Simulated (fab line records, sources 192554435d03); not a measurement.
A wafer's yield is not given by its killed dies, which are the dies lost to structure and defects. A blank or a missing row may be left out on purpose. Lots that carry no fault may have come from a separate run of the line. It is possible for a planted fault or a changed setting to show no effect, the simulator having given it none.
Problem report in the 8D (eight disciplines) form, filled by code | flow n5_finfet | the parts of the form that need people (team, actions taken, sign-off) are left out

1. THE ISSUE
Wafers with no fault read 439 with a standard deviation of 130, whereas raw_defect_count at N5_FIN_SAQP_INSPECT_18 reads a mean of 1270 on 1 wafer of 1 lot. That puts it +6.4 standard deviations away from the usual mean.
The step: inspects for defects (brightfield).
First observed at day 4 23:32: wafer L616.2, on defect_inspect-02. Wafers with a number at this step in the record: 24, from 8 lots. Rule for "out", or "out of limits": more than 4 standard deviations from the usual mean. The rest of the wafers with a number are treated as sound.

2. WHAT IT IS AND WHAT IT IS NOT
question                    | is                | is not
which readings at this step | raw_defect_count  | -
which lots                  | L616              | L608, L612, L613, L614, L622, L626, L627
which wafers of those lots  | L616.2            | L616.1, L616.3
read on which gauges        | defect_inspect-02 | defect_inspect-01
when                        | from day 4 23:32  | up to then (14 sound wafers); but 9 sound wafers of L622, L626, L627 came after

3. WHAT RULES OUT EACH SUSPECT
Counting: if a tool at a process step up to the reading ran every lot that is out, it stays a suspect. Sound lots after the first of them don't rule it out here, since some wafers of a struck lot are sound.
- the gauge at N5_FIN_SAQP_INSPECT_18 is ruled out. All the wafers that are out were read on defect_inspect-02, but those of them that N5_FIN_SAQP_INSPECT_40 has rows for are out there too, on other tools.
- pecvd-01 at N5_FIN_SAQP_PECVD_48 (deposits SiNx from SiH4/NH3/N2, target thk 25 nm, time 22.1 s): kept. It processed L616, the lot that is out, at day 4 22:50, and its most recent sound lot before then was L612 at day 3 21:46.
- In pecvd-01 at N5_FIN_SAQP_PECVD_48, the wafers that are out were processed in chamber 1 and their sound lot-mates in chambers 0, 2.
Left after counting: pecvd-01 at N5_FIN_SAQP_PECVD_48.

4. THE CAUSE (what the simulator had put in)
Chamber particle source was pecvd-01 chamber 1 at N5_FIN_SAQP_PECVD_48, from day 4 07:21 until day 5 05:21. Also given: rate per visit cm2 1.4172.
Only this tool survived the counting.

5. THE EFFECT CHAIN, in route order
One row per reading whose mean, taken over the struck wafers that have a number, lies over 3 standard deviations from the usual. Scope: only readings with a usual standard deviation given in the record; hours: median across lots of the time from each lot's start at the first step in this table that gives one to its start at this step; sigmas: change in usual standard deviations.
hours | step                    | reading              | usual  | on struck wafers | change | sigmas
0     | N5_FIN_SAQP_INSPECT_18  | raw_defect_count     | 439    | 1270             | +831   | +6.4
6     | N5_FIN_SAQP_INSPECT_40  | raw_defect_count     | 206    | 1193             | +987   | +18
6     | N5_FIN_CUT_INSPECT_10   | raw_defect_count     | 38     | 967              | +929   | +93
256   | N5_PASSIVATION_PROBE_49 | defect_limited_yield | 91.0 % | 86.3             | -4.7   | -3.1
256   | N5_PASSIVATION_PROBE_49 | killed_at_front_end  | 42     | 115              | +73    | +6.1
256   | N5_PASSIVATION_PROBE_49 | killed_dies          | 106    | 162              | +56    | +3.3
256   | N5_PASSIVATION_PROBE_49 | sort_n_pass          | 1074   | 1018             | -56    | -3.3
256   | N5_PASSIVATION_PROBE_49 | sort_yield_pct       | 91.0 % | 86.3             | -4.7   | -3.1
Its process steps:
- N5_PASSIVATION_PROBE_49
At these later measuring or inspecting steps, every struck wafer for which the step has a row has a number for every such reading, and none has moved that far: N5_BEOL_M4_RC_MEAS_101.

6. WHAT WOULD HAVE CAUGHT IT SOONER
Counted from the fault's start at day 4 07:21, it took 16 hours until the first out-of-limits reading at a measuring or inspecting step in this record, taken at day 4 23:32.
An alarm limit of 4 standard deviations would not have fired on the tool readings at N5_FIN_SAQP_PECVD_48 for which the record gives a usual standard deviation, since none of them was out on any struck wafer.
The start of N5_FIN_SAQP_PECVD_48 on pecvd-01 came by day 4 23:32 for every one of the lots that are out (1). None of them would have been spared by holding the tool at that moment.
